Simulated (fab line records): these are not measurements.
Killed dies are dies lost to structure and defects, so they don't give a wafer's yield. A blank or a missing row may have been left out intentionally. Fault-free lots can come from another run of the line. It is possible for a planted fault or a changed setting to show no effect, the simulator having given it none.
Matching of chambers :: flow nand-harc :: 4 sister chambers for NHARC_A_ZERO_WELL_ETCH_19 on rie-diel-08
The step etches the open film in N2/H2, target depth 80 nm, overetch 24 nm, time 87.88 s. 18 wafers are shown with their chamber, then 9 later ones without.

## EACH WAFER AND ITS CHAMBER
wafer: L216.1
chamber: 0
drypump-motor-current-A (A): 5.3
rf-vpp-V (V): 429
oes-product-au (a.u.): 1.000

wafer: L216.2
chamber: 2
drypump-motor-current-A (A): 6.1
rf-vpp-V (V): 433
oes-product-au (a.u.): 0.997

wafer: L216.3
chamber: 1
drypump-motor-current-A (A): 5.6
rf-vpp-V (V): 428
oes-product-au (a.u.): 0.998

wafer: L217.2
chamber: 0
drypump-motor-current-A (A): 5.3
rf-vpp-V (V): 430
oes-product-au (a.u.): 1.004

wafer: L217.5
chamber: 1
drypump-motor-current-A (A): 5.5
rf-vpp-V (V): 428
oes-product-au (a.u.): 1.006

wafer: L217.6
chamber: 2
drypump-motor-current-A (A): 6.1
rf-vpp-V (V): 435
oes-product-au (a.u.): 1.002

wafer: L225.4
chamber: 1
drypump-motor-current-A (A): 5.5
rf-vpp-V (V): 426
oes-product-au (a.u.): 1.006

wafer: L225.5
chamber: 3
drypump-motor-current-A (A): 5.9
rf-vpp-V (V): 434
oes-product-au (a.u.): 0.976

wafer: L225.6
chamber: 0
drypump-motor-current-A (A): 5.3
rf-vpp-V (V): 429
oes-product-au (a.u.): 1.003

wafer: L227.1
chamber: 0
drypump-motor-current-A (A): 5.3
rf-vpp-V (V): 430
oes-product-au (a.u.): 0.996

wafer: L227.3
chamber: 3
drypump-motor-current-A (A): 5.9
rf-vpp-V (V): 435
oes-product-au (a.u.): 0.994

wafer: L227.6
chamber: 3
drypump-motor-current-A (A): 5.9
rf-vpp-V (V): 433
oes-product-au (a.u.): 0.997

wafer: L230.1
chamber: 3
drypump-motor-current-A (A): 5.9
rf-vpp-V (V): 436
oes-product-au (a.u.): 0.982

wafer: L230.3
chamber: 2
drypump-motor-current-A (A): 6.1
rf-vpp-V (V): 435
oes-product-au (a.u.): 0.997

wafer: L230.5
chamber: 0
drypump-motor-current-A (A): 5.3
rf-vpp-V (V): 429
oes-product-au (a.u.): 0.992

wafer: L231.1
chamber: 1
drypump-motor-current-A (A): 5.6
rf-vpp-V (V): 428
oes-product-au (a.u.): 1.005

wafer: L231.4
chamber: 2
drypump-motor-current-A (A): 6.1
rf-vpp-V (V): 435
oes-product-au (a.u.): 0.998

wafer: L231.5
chamber: 3
drypump-motor-current-A (A): 5.9
rf-vpp-V (V): 435
oes-product-au (a.u.): 0.979

SIGNATURES (averages over the wafers above)
reading: drypump-motor-current-A
chamber 0: 5.300
chamber 1: 5.550
chamber 2: 6.100
chamber 3: 5.900
scatter within a chamber: 0.0267

reading: rf-vpp-V
chamber 0: 429.40
chamber 1: 427.50
chamber 2: 434.50
chamber 3: 434.60
scatter within a chamber: 0.941

reading: oes-product-au
chamber 0: 0.99900
chamber 1: 1.00375
chamber 2: 0.99850
chamber 3: 0.98560
scatter within a chamber: 0.00604
Rule: for a wafer and a chamber, the distance is found by dividing, reading by reading, the gap between the wafer's reading and the chamber's mean by the reading's scatter, squaring, summing and taking the root. If the next closest chamber is less than 2 further off than the closest, the wafer can't be placed; otherwise it belongs to the closest. The scatter is the square root of a quotient: the sum, over the shown wafers, of each reading's squared deviation from its chamber's mean, divided by wafers minus chambers.

## WAFERS WITHOUT THEIR CHAMBER
wafer: L234.1
drypump-motor-current-A (A): 5.3
rf-vpp-V (V): 429
oes-product-au (a.u.): 1.010

wafer: L234.4
drypump-motor-current-A (A): 5.5
rf-vpp-V (V): 426
oes-product-au (a.u.): 0.994

wafer: L234.5
drypump-motor-current-A (A): 5.9
rf-vpp-V (V): 434
oes-product-au (a.u.): 0.992

wafer: L235.1
drypump-motor-current-A (A): 5.3
rf-vpp-V (V): 429
oes-product-au (a.u.): 0.998

wafer: L235.2
drypump-motor-current-A (A): 6.1
rf-vpp-V (V): 435
oes-product-au (a.u.): 0.980

wafer: L235.4
drypump-motor-current-A (A): 5.3
rf-vpp-V (V): 431
oes-product-au (a.u.): 0.989

wafer: L237.1
drypump-motor-current-A (A): 5.5
rf-vpp-V (V): 428
oes-product-au (a.u.): 1.010

wafer: L237.5
drypump-motor-current-A (A): 5.5
rf-vpp-V (V): 427
oes-product-au (a.u.): 1.006

wafer: L237.6
drypump-motor-current-A (A): 6.1
rf-vpp-V (V): 435
oes-product-au (a.u.): 1.004

## WHICH CHAMBER EACH ONE RAN IN
wafer: L234.1
from the rows above: 0
in truth: 0

wafer: L234.4
from the rows above: 1
in truth: 1

wafer: L234.5
from the rows above: 3
in truth: 3

wafer: L235.1
from the rows above: 0
in truth: 0

wafer: L235.2
from the rows above: 2
in truth: 2

wafer: L235.4
from the rows above: 0
in truth: 0

wafer: L237.1
from the rows above: 1
in truth: 1

wafer: L237.5
from the rows above: 1
in truth: 1

wafer: L237.6
from the rows above: 2
in truth: 2
Placed correctly: 9 of 9. Not placeable from these rows: 0. 0 placed wrongly.
